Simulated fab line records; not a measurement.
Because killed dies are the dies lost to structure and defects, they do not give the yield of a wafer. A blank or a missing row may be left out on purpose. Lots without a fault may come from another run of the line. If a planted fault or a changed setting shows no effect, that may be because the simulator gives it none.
fab line records / flow n5-finfet / part 2 of 2: steps 25 to 38 of 38
record: lots: 5 wafers: 15 last-day: 17
route steps=1938 shown MIM_BOT_ETCH@1869 PASS1_CAP@1873 TV_LITHO@1875 TV_OPEN@1887 PAD_METAL@1893 PASSIVATION@1897
lots untouched by any fault: they come from a run of this same line in which no faults occurred
start-h: hours from the record's opening day to when the first of the lot's shown wafers began / wait-h: hours from the lot's prior step to this one / " unchanged from the row above / L1.1+2: one row covering several wafers at once / - no value present, or no start provided / * or withheld: withheld / < > ~ a bound
route shown NAME@n: NAME is a module with steps in the file, n the number in the route of the first one / usual: average and standard deviation across the fault-free wafers / same: alike in all rows / chamber/n: place in a boat / sites: each site's reading / _std_site: the standard deviation of these / _edge_site: the outer-site mean with the inner-site mean subtracted / radius-mm: for every site, how far away it sits from the centre of the wafer / mask NAME#n: copy n / behind: the most recent tool/chamber to have shaped the wafer / hold: the reason the lot was held/the length of the hold in hours/how it ended / device: transistor that didn't switch, given as n, p or np / end of line: tests of these same wafers at the route's end / for a step that has no rows: nothing shown but its recipe / killed: dies that structure and defects cost at the first sort, which is not the same as the wafer's yield / map: per-die view of a wafer (x killed, . not killed, _ where there is no die)
set.NAME: setting as actually run; set.NAME@STEP: the setting as run at that earlier step / model.NAME: the simulator's own value behind a step, which no gauge read
lots at some steps of the route; a table a step, a row a wafer
services: when a tool's chamber went out of use (start-h, in hours from the record's first day, below 0 if earlier), for how many hours, and the reason
== steps ==
step: N5_PASSIVATION_DEGAS_18
recipe: ambient: vacuum temp-c: 300 time-s: 60
usual: heater-power-w: 484/67
lot.wafer=L074.4 tool=pvd-sputter-02 chamber=- start-h=267.31 wait-h=0.3 heater-power-w=538
lot.wafer=L074.5 tool=pvd-sputter-02 chamber=- start-h=267.31 wait-h=0.3 heater-power-w=494
lot.wafer=L074.6 tool=pvd-sputter-02 chamber=- start-h=267.31 wait-h=0.3 heater-power-w=518
lot.wafer=L078.4 tool=pvd-sputter-02 chamber=- start-h=284.43 wait-h=0.0 heater-power-w=498
lot.wafer=L078.5 tool=pvd-sputter-02 chamber=- start-h=284.43 wait-h=0.0 heater-power-w=529
lot.wafer=L078.6 tool=pvd-sputter-02 chamber=- start-h=284.43 wait-h=0.0 heater-power-w=512
lot.wafer=L079.4 tool=pvd-sputter-01 chamber=- start-h=290.56 wait-h=0.7 heater-power-w=517
lot.wafer=L079.5 tool=pvd-sputter-01 chamber=- start-h=290.56 wait-h=0.7 heater-power-w=440
lot.wafer=L079.6 tool=pvd-sputter-01 chamber=- start-h=290.56 wait-h=0.7 heater-power-w=420
lot.wafer=L090.2 tool=pvd-sputter-03 chamber=- start-h=372.01 wait-h=0.5 heater-power-w=414
lot.wafer=L090.4 tool=pvd-sputter-03 chamber=- start-h=372.01 wait-h=0.5 heater-power-w=435
lot.wafer=L090.6 tool=pvd-sputter-03 chamber=- start-h=372.01 wait-h=0.5 heater-power-w=644
lot.wafer=L097.1 tool=pvd-sputter-01 chamber=- start-h=407.50 wait-h=0.3 heater-power-w=440
lot.wafer=L097.2 tool=pvd-sputter-01 chamber=- start-h=407.50 wait-h=0.3 heater-power-w=526
lot.wafer=L097.6 tool=pvd-sputter-01 chamber=- start-h=407.50 wait-h=0.3 heater-power-w=531
step: N5_PASSIVATION_PRE_CLEAN_19
recipe: gas: H2/He time-s: * temp-c: *
usual: heater-power-w: 483/67
lot.wafer=L074.4 tool=pvd-sputter-02 chamber=- start-h=267.35 wait-h=0.0 heater-power-w=523
lot.wafer=L074.5 tool=pvd-sputter-02 chamber=- start-h=267.35 wait-h=0.0 heater-power-w=502
lot.wafer=L074.6 tool=pvd-sputter-02 chamber=- start-h=267.35 wait-h=0.0 heater-power-w=532
lot.wafer=L078.4 tool=pvd-sputter-02 chamber=- start-h=284.47 wait-h=0.0 heater-power-w=477
lot.wafer=L078.5 tool=pvd-sputter-02 chamber=- start-h=284.47 wait-h=0.0 heater-power-w=529
lot.wafer=L078.6 tool=pvd-sputter-02 chamber=- start-h=284.47 wait-h=0.0 heater-power-w=501
lot.wafer=L079.4 tool=pvd-sputter-01 chamber=- start-h=290.60 wait-h=0.0 heater-power-w=523
lot.wafer=L079.5 tool=pvd-sputter-01 chamber=- start-h=290.60 wait-h=0.0 heater-power-w=443
lot.wafer=L079.6 tool=pvd-sputter-01 chamber=- start-h=290.60 wait-h=0.0 heater-power-w=417
lot.wafer=L090.2 tool=pvd-sputter-03 chamber=- start-h=372.05 wait-h=0.0 heater-power-w=401
lot.wafer=L090.4 tool=pvd-sputter-03 chamber=- start-h=372.05 wait-h=0.0 heater-power-w=434
lot.wafer=L090.6 tool=pvd-sputter-03 chamber=- start-h=372.05 wait-h=0.0 heater-power-w=650
lot.wafer=L097.1 tool=pvd-sputter-01 chamber=- start-h=407.54 wait-h=0.0 heater-power-w=448
lot.wafer=L097.2 tool=pvd-sputter-01 chamber=- start-h=407.54 wait-h=0.0 heater-power-w=536
lot.wafer=L097.6 tool=pvd-sputter-01 chamber=- start-h=407.54 wait-h=0.0 heater-power-w=518
step: N5_PASSIVATION_SPUTTER_20
recipe: material: TaN target-thk-a: 500 temp-c: 25 chamber-pressure-pa: 0.4
usual: throttle-valve-pct: 29.8/1
lot.wafer=L074.4 tool=pvd-sputter-02 chamber=- start-h=267.39 wait-h=0.0 throttle-valve-pct=30.1
lot.wafer=L074.5 tool=pvd-sputter-02 chamber=- start-h=267.39 wait-h=0.0 throttle-valve-pct=28.9
lot.wafer=L074.6 tool=pvd-sputter-02 chamber=- start-h=267.39 wait-h=0.0 throttle-valve-pct=30.2
lot.wafer=L078.4 tool=pvd-sputter-02 chamber=- start-h=284.51 wait-h=0.0 throttle-valve-pct=31.4
lot.wafer=L078.5 tool=pvd-sputter-02 chamber=- start-h=284.51 wait-h=0.0 throttle-valve-pct=30.4
lot.wafer=L078.6 tool=pvd-sputter-02 chamber=- start-h=284.51 wait-h=0.0 throttle-valve-pct=29.0
lot.wafer=L079.4 tool=pvd-sputter-01 chamber=- start-h=290.64 wait-h=0.0 throttle-valve-pct=30.7
lot.wafer=L079.5 tool=pvd-sputter-01 chamber=- start-h=290.64 wait-h=0.0 throttle-valve-pct=30.7
lot.wafer=L079.6 tool=pvd-sputter-01 chamber=- start-h=290.64 wait-h=0.0 throttle-valve-pct=29.4
lot.wafer=L090.2 tool=pvd-sputter-03 chamber=- start-h=372.09 wait-h=0.0 throttle-valve-pct=28.7
lot.wafer=L090.4 tool=pvd-sputter-03 chamber=- start-h=372.09 wait-h=0.0 throttle-valve-pct=31.0
lot.wafer=L090.6 tool=pvd-sputter-03 chamber=- start-h=372.09 wait-h=0.0 throttle-valve-pct=29.9
lot.wafer=L097.1 tool=pvd-sputter-01 chamber=- start-h=407.58 wait-h=0.0 throttle-valve-pct=30.9
lot.wafer=L097.2 tool=pvd-sputter-01 chamber=- start-h=407.58 wait-h=0.0 throttle-valve-pct=30.6
lot.wafer=L097.6 tool=pvd-sputter-01 chamber=- start-h=407.58 wait-h=0.0 throttle-valve-pct=30.5
step: N5_PASSIVATION_AL_DEP_21
recipe: material: Al target-thk-a: 28000 temp-c: 400 time-s: 170 power-w: 30000 chamber-pressure-pa: 0.4 gas: Ar
usual: cathode-dc-power-W: 30000/5.8 throttle-valve-pct: 29.8/1
lot.wafer=L074.4 tool=pvd-sputter-02 chamber=- start-h=267.49 wait-h=0.1 cathode-dc-power-W=29994 throttle-valve-pct=30.3
lot.wafer=L074.5 tool=pvd-sputter-02 chamber=- start-h=267.49 wait-h=0.1 cathode-dc-power-W=29996 throttle-valve-pct=28.8
lot.wafer=L074.6 tool=pvd-sputter-02 chamber=- start-h=267.49 wait-h=0.1 cathode-dc-power-W=30002 throttle-valve-pct=30.6
lot.wafer=L078.4 tool=pvd-sputter-02 chamber=- start-h=284.61 wait-h=0.1 cathode-dc-power-W=30002 throttle-valve-pct=31.4
lot.wafer=L078.5 tool=pvd-sputter-02 chamber=- start-h=284.61 wait-h=0.1 cathode-dc-power-W=29997 throttle-valve-pct=30.6
lot.wafer=L078.6 tool=pvd-sputter-02 chamber=- start-h=284.61 wait-h=0.1 cathode-dc-power-W=30006 throttle-valve-pct=29.0
lot.wafer=L079.4 tool=pvd-sputter-01 chamber=- start-h=290.74 wait-h=0.1 cathode-dc-power-W=29995 throttle-valve-pct=30.7
lot.wafer=L079.5 tool=pvd-sputter-01 chamber=- start-h=290.74 wait-h=0.1 cathode-dc-power-W=30005 throttle-valve-pct=30.9
lot.wafer=L079.6 tool=pvd-sputter-01 chamber=- start-h=290.74 wait-h=0.1 cathode-dc-power-W=29993 throttle-valve-pct=29.5
lot.wafer=L090.2 tool=pvd-sputter-03 chamber=- start-h=372.19 wait-h=0.1 cathode-dc-power-W=30003 throttle-valve-pct=28.6
lot.wafer=L090.4 tool=pvd-sputter-03 chamber=- start-h=372.19 wait-h=0.1 cathode-dc-power-W=30005 throttle-valve-pct=31.1
lot.wafer=L090.6 tool=pvd-sputter-03 chamber=- start-h=372.19 wait-h=0.1 cathode-dc-power-W=29997 throttle-valve-pct=29.5
lot.wafer=L097.1 tool=pvd-sputter-01 chamber=- start-h=407.68 wait-h=0.1 cathode-dc-power-W=29996 throttle-valve-pct=31.1
lot.wafer=L097.2 tool=pvd-sputter-01 chamber=- start-h=407.68 wait-h=0.1 cathode-dc-power-W=30000 throttle-valve-pct=30.3
lot.wafer=L097.6 tool=pvd-sputter-01 chamber=- start-h=407.68 wait-h=0.1 cathode-dc-power-W=30002 throttle-valve-pct=30.5
step: N5_PASSIVATION_HMDS_23
recipe: time-s: 60 temp-c: 120
lot.wafer=L074.4+5+6 tool=litho-track-04 chamber=0 start-h=267.68 wait-h=0.1
lot.wafer=L078.4+5+6 tool=litho-track-04 chamber=0 start-h=284.80 wait-h=0.1
lot.wafer=L079.4+5+6 tool=litho-track-04 chamber=0 start-h=290.93 wait-h=0.1
lot.wafer=L090.2+4+6 tool=litho-track-05 chamber=0 start-h=372.38 wait-h=0.1
lot.wafer=L097.1+2+6 tool=litho-track-04 chamber=0 start-h=407.87 wait-h=0.1
step: N5_PASSIVATION_COAT_24
recipe: spin-rpm: 3000 resist-thk-nm: withheld
usual: dispense-pressure-kPa: 47/3.6
lot.wafer=L074.4 tool=litho-track-04 chamber=0 start-h=- wait-h=- dispense-pressure-kPa=48
lot.wafer=L074.5 tool=litho-track-04 chamber=0 start-h=- wait-h=- dispense-pressure-kPa=48
lot.wafer=L074.6 tool=litho-track-04 chamber=0 start-h=- wait-h=- dispense-pressure-kPa=48
lot.wafer=L078.4 tool=litho-track-04 chamber=0 start-h=- wait-h=- dispense-pressure-kPa=48
lot.wafer=L078.5 tool=litho-track-04 chamber=0 start-h=- wait-h=- dispense-pressure-kPa=48
lot.wafer=L078.6 tool=litho-track-04 chamber=0 start-h=- wait-h=- dispense-pressure-kPa=48
lot.wafer=L079.4 tool=litho-track-04 chamber=0 start-h=- wait-h=- dispense-pressure-kPa=48
lot.wafer=L079.5 tool=litho-track-04 chamber=0 start-h=- wait-h=- dispense-pressure-kPa=48
lot.wafer=L079.6 tool=litho-track-04 chamber=0 start-h=- wait-h=- dispense-pressure-kPa=48
lot.wafer=L090.2 tool=litho-track-05 chamber=0 start-h=- wait-h=- dispense-pressure-kPa=43
lot.wafer=L090.4 tool=litho-track-05 chamber=0 start-h=- wait-h=- dispense-pressure-kPa=43
lot.wafer=L090.6 tool=litho-track-05 chamber=0 start-h=- wait-h=- dispense-pressure-kPa=43
lot.wafer=L097.1 tool=litho-track-04 chamber=0 start-h=- wait-h=- dispense-pressure-kPa=48
lot.wafer=L097.2 tool=litho-track-04 chamber=0 start-h=- wait-h=- dispense-pressure-kPa=48
lot.wafer=L097.6 tool=litho-track-04 chamber=0 start-h=- wait-h=- dispense-pressure-kPa=48
step: N5_PASSIVATION_EBR_26
recipe: solvent: PGMEA ebr-width-mm: 1.5
lot.wafer=L074.4+5+6 tool=litho-track-04 chamber=0 start-h=- wait-h=-
lot.wafer=L078.4+5+6 tool=litho-track-04 chamber=0 start-h=- wait-h=-
lot.wafer=L079.4+5+6 tool=litho-track-04 chamber=0 start-h=- wait-h=-
lot.wafer=L090.2+4+6 tool=litho-track-05 chamber=0 start-h=- wait-h=-
lot.wafer=L097.1+2+6 tool=litho-track-04 chamber=0 start-h=- wait-h=-
step: N5_PASSIVATION_SOFTBAKE_25
recipe: temp-c: 100 time-s: 90
lot.wafer=L074.4+5+6 tool=litho-track-04 chamber=0 start-h=- wait-h=-
lot.wafer=L078.4+5+6 tool=litho-track-04 chamber=0 start-h=- wait-h=-
lot.wafer=L079.4+5+6 tool=litho-track-04 chamber=0 start-h=- wait-h=-
lot.wafer=L090.2+4+6 tool=litho-track-05 chamber=0 start-h=- wait-h=-
lot.wafer=L097.1+2+6 tool=litho-track-04 chamber=0 start-h=- wait-h=-
step: N5_PASSIVATION_EXPOSE_27
recipe: mask-id: PAD na: 0.55 source-shape: conventional sigma-outer: 0.8 polarization: unpolarized defocus-nm: 0 dose-mj: 32.3
lot.wafer=L074.4+5+6 tool=krf-scanner-02 chamber=0 start-h=267.93 wait-h=- mask=PAD#0
lot.wafer=L078.4+5+6 tool=krf-scanner-02 chamber=0 start-h=284.93 wait-h=- mask=PAD#0
lot.wafer=L079.4+5+6 tool=krf-scanner-01 chamber=0 start-h=291.18 wait-h=- mask=PAD#0
lot.wafer=L090.2+4+6 tool=krf-scanner-01 chamber=0 start-h=372.62 wait-h=- mask=PAD#0
lot.wafer=L097.1+2+6 tool=krf-scanner-02 chamber=0 start-h=407.98 wait-h=- mask=PAD#0
step: N5_PASSIVATION_PEB_28
recipe: peb-temp-c: withheld peb-time-s: *
lot.wafer=L074.4+5+6 tool=litho-track-05 chamber=0 start-h=267.97 wait-h=0.0
lot.wafer=L078.4+5+6 tool=litho-track-04 chamber=0 start-h=284.97 wait-h=0.0
lot.wafer=L079.4+5+6 tool=litho-track-01 chamber=0 start-h=291.22 wait-h=0.0
lot.wafer=L090.2+4+6 tool=litho-track-04 chamber=0 start-h=372.67 wait-h=0.0
lot.wafer=L097.1+2+6 tool=litho-track-05 chamber=0 start-h=408.03 wait-h=0.1
step: N5_PASSIVATION_DEVELOP_29
recipe: develop-time-s: 60 rinse-liquid: diw dry: air-spin dev-temp-c: 21
lot.wafer=L074.4+5+6 tool=litho-track-05 chamber=0 start-h=- wait-h=-
lot.wafer=L078.4+5+6 tool=litho-track-04 chamber=0 start-h=- wait-h=-
lot.wafer=L079.4+5+6 tool=litho-track-01 chamber=0 start-h=- wait-h=-
lot.wafer=L090.2+4+6 tool=litho-track-04 chamber=0 start-h=- wait-h=-
lot.wafer=L097.1+2+6 tool=litho-track-05 chamber=0 start-h=- wait-h=-
step: N5_PASSIVATION_HARDBAKE_31
recipe: temp-c: 130 time-s: 120
lot.wafer=L074.4+5+6 tool=litho-track-05 chamber=0 start-h=- wait-h=-
lot.wafer=L078.4+5+6 tool=litho-track-04 chamber=0 start-h=- wait-h=-
lot.wafer=L079.4+5+6 tool=litho-track-01 chamber=0 start-h=- wait-h=-
lot.wafer=L090.2+4+6 tool=litho-track-04 chamber=0 start-h=- wait-h=-
lot.wafer=L097.1+2+6 tool=litho-track-05 chamber=0 start-h=- wait-h=-
step: N5_PASSIVATION_CD_MEAS_30
recipe: target-cd-nm: 4000 landing-energy-ev: 500 detector: se-inlens polarity: opening
usual: cd-nm: 3999.5/1.6
lot.wafer=L074.4 tool=cd-sem-01 chamber=0 start-h=268.09 wait-h=- cd-nm=4000.0
lot.wafer=L074.5 tool=cd-sem-01 chamber=0 start-h=268.09 wait-h=- cd-nm=3997.6
lot.wafer=L074.6 tool=cd-sem-01 chamber=0 start-h=268.09 wait-h=- cd-nm=3999.2
lot.wafer=L078.4 tool=cd-sem-02 chamber=0 start-h=285.09 wait-h=- cd-nm=3998.8
lot.wafer=L078.5 tool=cd-sem-02 chamber=0 start-h=285.09 wait-h=- cd-nm=3998.4
lot.wafer=L078.6 tool=cd-sem-02 chamber=0 start-h=285.09 wait-h=- cd-nm=3997.8
lot.wafer=L079.4 tool=cd-sem-02 chamber=0 start-h=291.34 wait-h=- cd-nm=4000.8
lot.wafer=L079.5 tool=cd-sem-02 chamber=0 start-h=291.34 wait-h=- cd-nm=4001.1
lot.wafer=L079.6 tool=cd-sem-02 chamber=0 start-h=291.34 wait-h=- cd-nm=4001.7
lot.wafer=L090.2 tool=cd-sem-01 chamber=0 start-h=372.79 wait-h=- cd-nm=3998.7
lot.wafer=L090.4 tool=cd-sem-01 chamber=0 start-h=372.79 wait-h=- cd-nm=4001.9
lot.wafer=L090.6 tool=cd-sem-01 chamber=0 start-h=372.79 wait-h=- cd-nm=3999.0
lot.wafer=L097.1 tool=cd-sem-02 chamber=0 start-h=408.15 wait-h=- cd-nm=3998.8
lot.wafer=L097.2 tool=cd-sem-02 chamber=0 start-h=408.15 wait-h=- cd-nm=3997.7
lot.wafer=L097.6 tool=cd-sem-02 chamber=0 start-h=408.15 wait-h=- cd-nm=3998.5
step: N5_PASSIVATION_OVL_MEAS_63
recipe: points-per-wafer: 44
usual: PAD_OVL: 1/5.8
lot.wafer=L074.4 tool=overlay-01 chamber=0 start-h=268.12 wait-h=0.0 PAD_OVL[nm]=4
lot.wafer=L074.5 tool=overlay-01 chamber=0 start-h=268.12 wait-h=0.0 PAD_OVL[nm]=1
lot.wafer=L074.6 tool=overlay-01 chamber=0 start-h=268.12 wait-h=0.0 PAD_OVL[nm]=5
lot.wafer=L078.4 tool=overlay-02 chamber=0 start-h=285.12 wait-h=0.0 PAD_OVL[nm]=4
lot.wafer=L078.5 tool=overlay-02 chamber=0 start-h=285.12 wait-h=0.0 PAD_OVL[nm]=-2
lot.wafer=L078.6 tool=overlay-02 chamber=0 start-h=285.12 wait-h=0.0 PAD_OVL[nm]=5
lot.wafer=L079.4 tool=overlay-02 chamber=0 start-h=291.37 wait-h=0.0 PAD_OVL[nm]=-5
lot.wafer=L079.5 tool=overlay-02 chamber=0 start-h=291.37 wait-h=0.0 PAD_OVL[nm]=-14
lot.wafer=L079.6 tool=overlay-02 chamber=0 start-h=291.37 wait-h=0.0 PAD_OVL[nm]=3
lot.wafer=L090.2 tool=overlay-02 chamber=0 start-h=372.82 wait-h=0.0 PAD_OVL[nm]=0
lot.wafer=L090.4 tool=overlay-02 chamber=0 start-h=372.82 wait-h=0.0 PAD_OVL[nm]=-5
lot.wafer=L090.6 tool=overlay-02 chamber=0 start-h=372.82 wait-h=0.0 PAD_OVL[nm]=-4
lot.wafer=L097.1 tool=overlay-01 chamber=0 start-h=408.18 wait-h=0.0 PAD_OVL[nm]=5
lot.wafer=L097.2 tool=overlay-01 chamber=0 start-h=408.18 wait-h=0.0 PAD_OVL[nm]=10
lot.wafer=L097.6 tool=overlay-01 chamber=0 start-h=408.18 wait-h=0.0 PAD_OVL[nm]=6
== services ==
tool=wet-bench-06 chamber=- start-h=240.09 hours=2.5 kind=repair
tool=rie-diel-02 chamber=- start-h=243.38 hours=28.1 kind=pm
tool=krf-scanner-02 chamber=- start-h=248.54 hours=0.8 kind=pm
tool=rie-diel-05 chamber=- start-h=253.86 hours=0.2 kind=repair
tool=krf-scanner-01 chamber=- start-h=265.21 hours=1.0 kind=pm
tool=rie-diel-04 chamber=0 start-h=265.68 hours=8.2 kind=repair
tool=rie-diel-02 chamber=3 start-h=290.29 hours=7.6 kind=repair
tool=krf-scanner-01 chamber=- start-h=296.26 hours=4.4 kind=pm
tool=krf-scanner-02 chamber=- start-h=296.57 hours=0.8 kind=repair
tool=rie-diel-02 chamber=1 start-h=297.44 hours=11.5 kind=repair
tool=rie-diel-04 chamber=2 start-h=302.97 hours=9.8 kind=repair
tool=krf-scanner-01 chamber=- start-h=304.78 hours=1.3 kind=pm
tool=krf-scanner-02 chamber=- start-h=311.40 hours=1.3 kind=pm
tool=rie-diel-03 chamber=0 start-h=312.23 hours=12.7 kind=repair
tool=pecvd-04 chamber=- start-h=335.87 hours=1.0 kind=repair
tool=pvd-sputter-02 chamber=- start-h=346.69 hours=2.1 kind=repair
tool=pvd-sputter-03 chamber=- start-h=357.26 hours=3.2 kind=repair
tool=pecvd-04 chamber=- start-h=360.30 hours=2.8 kind=pm
tool=pvd-sputter-03 chamber=- start-h=361.68 hours=0.8 kind=repair
tool=rie-diel-04 chamber=3 start-h=365.39 hours=33.5 kind=repair
tool=rie-diel-05 chamber=1 start-h=367.43 hours=4.6 kind=repair
tool=pecvd-01 chamber=- start-h=369.92 hours=28.1 kind=pm
tool=krf-scanner-02 chamber=- start-h=379.74 hours=1.0 kind=pm
tool=krf-scanner-02 chamber=- start-h=399.68 hours=2.5 kind=repair
